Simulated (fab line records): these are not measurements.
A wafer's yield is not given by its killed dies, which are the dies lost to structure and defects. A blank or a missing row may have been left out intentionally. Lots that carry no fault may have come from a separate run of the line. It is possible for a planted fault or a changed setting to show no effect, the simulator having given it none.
Matching of chambers    flow n5-finfet    pecvd-01 running N5_FIN_SAQP_PECVD_48: 3 sister chambers
The step deposits SiNx from SiH4/NH3/N2, target thk 25 nm, time 22.1 s. 22 wafers are shown with their chamber, then 11 later ones without.

WAFERS, EACH WITH ITS CHAMBER
wafer   chamber  showerhead-plenum-p-Torr (Torr)  throttle-valve-pct (%)  heater-power-w (W)
L074.2  0        5.26                             36.0                    886
L074.3  1        5.09                             40.7                    765
L074.5  2        5.07                             38.2                    640
L075.1  0        5.26                             36.2                    816
L075.2  2        5.06                             38.5                    671
L075.6  1        5.09                             40.9                    712
L076.1  2        5.06                             38.6                    602
L076.3  0        5.25                             36.0                    850
L076.6  2        5.07                             38.3                    603
L077.1  1        5.10                             40.6                    692
L077.4  2        5.06                             38.2                    690
L077.5  0        5.25                             36.1                    929
L083.1  1        5.09                             40.6                    735
L083.4  0        5.25                             36.3                    793
L083.5  2        5.06                             38.6                    693
L085.1  0        5.24                             36.2                    890
L085.4  2        5.05                             38.4                    629
L085.5  0        5.26                             36.3                    903
L091.1  1        5.08                             41.0                    650
L091.2  2        5.07                             38.5                    629
L091.4  2        5.06                             38.6                    634
L092.4  0        5.26                             36.6                    813

SIGNATURES (averages over the wafers above)
reading                   chamber 0  chamber 1  chamber 2  scatter within a chamber
showerhead-plenum-p-Torr  5.2538     5.0900     5.0622     0.00705
throttle-valve-pct        36.212     40.760     38.433     0.181
heater-power-w            860.00     710.80     643.44     42.1
Rule: a wafer's distance from a chamber is the root of the sum, over the readings, of the square of ((its reading less the chamber's mean) divided by the reading's scatter). The wafer belongs to the nearest chamber; if the next one is less than 2 further off, it can't be placed. The scatter: the root of (the sum of the squares of (reading less its chamber's mean) over the shown wafers, divided by (wafers less chambers)).

WAFERS MISSING THEIR CHAMBER
wafer   showerhead-plenum-p-Torr (Torr)  throttle-valve-pct (%)  heater-power-w (W)
L092.5  5.10                             41.0                    715
L092.6  5.07                             39.0                    629
L093.2  5.26                             36.3                    894
L093.3  5.07                             38.5                    719
L093.5  5.07                             38.7                    699
L096.1  5.08                             40.7                    758
L096.5  5.07                             40.6                    753
L096.6  5.07                             38.6                    678
L097.1  5.10                             40.8                    687
L097.3  5.07                             38.4                    665
L097.5  5.06                             38.5                    657

CHAMBER TAKEN BY EACH
wafer   from the rows above  in truth
L092.5  1                    1
L092.6  2                    2
L093.2  0                    0
L093.3  2                    2
L093.5  2                    2
L096.1  1                    1
L096.5  1                    1
L096.6  2                    2
L097.1  1                    1
L097.3  2                    2
L097.5  2                    2
11 of 11 placed correctly. From these rows, 0 cannot be placed. Wrongly placed: 0.
